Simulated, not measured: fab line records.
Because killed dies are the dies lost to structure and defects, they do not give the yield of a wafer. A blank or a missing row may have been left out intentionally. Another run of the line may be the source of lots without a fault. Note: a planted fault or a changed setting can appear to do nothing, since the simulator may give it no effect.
Split-lot study    flow n5-finfet    route with 1938 steps; 7 lots, 39 wafers read

== SPLIT DETAILS ==
At N5_BEOL_M9_PECVD_70 (deposits SiO2 from TEOS/O2, target thk 20 nm, time 22.7 s), the setting time-s was moved away from the recipe's 22.7 s on 18 of the 39 wafers read, by -51.1% to +56.8%. This setting was run at the recipe's value on the other wafers.

The reading comes from the split's own step.

== THE READING ==
SiO2_of_BEOL_M9_PECVD_70.thk-nm (the simulator's own value, which no gauge read), in nm, at N5_BEOL_M9_PECVD_70 (deposits SiO2 from TEOS/O2, target thk 20 nm, time 22.7 s). There is no usual value for it anywhere in the file. The 21 wafers here that ran the recipe average 20.1 nm, standard deviation 0.27 nm.

wafer   tool, chamber at the split  time-s as run, s  against the recipe  SiO2_of_BEOL_M9_PECVD_70.thk-nm, nm  against lot-mates on the recipe
L076.1  pecvd-03, 0,2               22.7              recipe              20.2                                 -
L076.3  pecvd-03, 0,2               22.7              recipe              20.2                                 -
L076.2  pecvd-03, 1                 22.7              recipe              20                                   -
L076.4  pecvd-03, 0,2               18.77             -17.3%              17                                   -3.1
L076.5  pecvd-03, 0,2               18.77             -17.3%              17                                   -3.1
L076.6  pecvd-03, 1                 18.77             -17.3%              16.8                                 -3.3
L083.1  pecvd-01, 2                 22.7              recipe              19.8                                 -
L083.3  pecvd-01, 1                 22.7              recipe              20                                   -
L083.4  pecvd-01, 0                 22.7              recipe              20.2                                 -
L079.1  pecvd-03, 0                 15.76             -30.6%              14                                   -6.3
L079.2  pecvd-03, 2                 22.7              recipe              20.2                                 -
L079.3  pecvd-03, 1                 22.7              recipe              20                                   -
L079.4  pecvd-03, 2                 15.76             -30.6%              14.4                                 -5.9
L079.5  pecvd-03, 1                 22.7              recipe              20.6                                 -
L079.6  pecvd-03, 0                 15.76             -30.6%              14.2                                 -6.1
L084.1  pecvd-01, 1                 22.7              recipe              19.8                                 -
L084.2  pecvd-01, 0                 35.59             +56.8%              30.6                                 +10.6
L084.3  pecvd-01, 2                 35.59             +56.8%              31                                   +11.0
L084.4  pecvd-01, 0                 22.7              recipe              20                                   -
L084.5  pecvd-01, 2                 22.7              recipe              20.2                                 -
L084.6  pecvd-01, 1                 35.59             +56.8%              31.2                                 +11.2
L085.1  pecvd-01, 1,0               12.39             -45.4%              11.2                                 -9.1
L085.2  pecvd-01, 1,0               12.39             -45.4%              11.2                                 -9.1
L085.3  pecvd-01, 2                 22.7              recipe              19.8                                 -
L085.4  pecvd-01, 2                 22.7              recipe              20.8                                 -
L085.5  pecvd-01, 0                 22.7              recipe              20.4                                 -
L085.6  pecvd-01, 1                 12.39             -45.4%              11.6                                 -8.7
L086.1  pecvd-02, 0,2               22.7              recipe              20                                   -
L086.4  pecvd-02, 0,2               22.7              recipe              20                                   -
L086.2  pecvd-02, 2                 11.11             -51.1%              9.6                                  -10.5
L086.3  pecvd-02, 1                 11.11             -51.1%              9.8                                  -10.3
L086.5  pecvd-02, 1                 11.11             -51.1%              9.8                                  -10.3
L086.6  pecvd-02, 0                 22.7              recipe              20.2                                 -
L089.1  pecvd-03, 2                 31.56             +39.0%              27.6                                 +7.7
L089.2  pecvd-03, 0                 22.7              recipe              19.8                                 -
L089.3  pecvd-03, 1                 22.7              recipe              19.6                                 -
L089.4  pecvd-03, 0,2               31.56             +39.0%              28                                   +8.1
L089.6  pecvd-03, 0,2               31.56             +39.0%              28                                   +8.1
L089.5  pecvd-03, 1                 22.7              recipe              20.2                                 -
The file does not say which wafer passed through which chamber wherever a row lists several chambers: such a row stands for several wafers.

FIT RESULTS
A straight line over all 39 wafers: SiO2_of_BEOL_M9_PECVD_70.thk-nm changes by +0.195 nm for each +1% of time-s; r = +1.00; the points scatter about the line by 0.29 nm.
The same after taking each lot's own level away (the mean of its wafers on the recipe; 39 wafers): +0.198 nm for each +1%; r = +1.00; scatter 0.26 nm.
Per that fit: largest time-s move, reading shift of 11 nm.
The lots' own levels span 19.87 to 20.33 nm, that is 1.7 times the standard deviation above.
Hence the lot-to-lot level has little effect on the slope; both slopes agree.
Check: for one of the wafers moved furthest among these (+56.8%), held out of the fit, the line's prediction against its lot-mates is +11.4 nm. It came out at +10.6 nm against them.

== OTHER SPLITS ON THESE WAFERS ==
Before the reading, these wafers also passed through other splits. Each is held against what the fit with the lots' levels taken away leaves over:
other split on the same wafers     wafers away from the commonest value  r with SiO2_of_BEOL_M9_PECVD_70.thk-nm (lot level and that fit taken away)
N5_BEOL_M5_HM_DEP_02 target-thk-a  15                                    -0.23

== THE FILE'S OWN FIT ==
SiO2_of_BEOL_M9_PECVD_70.thk-nm changes by +0.198 nm for each +1% of time-s, r = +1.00.
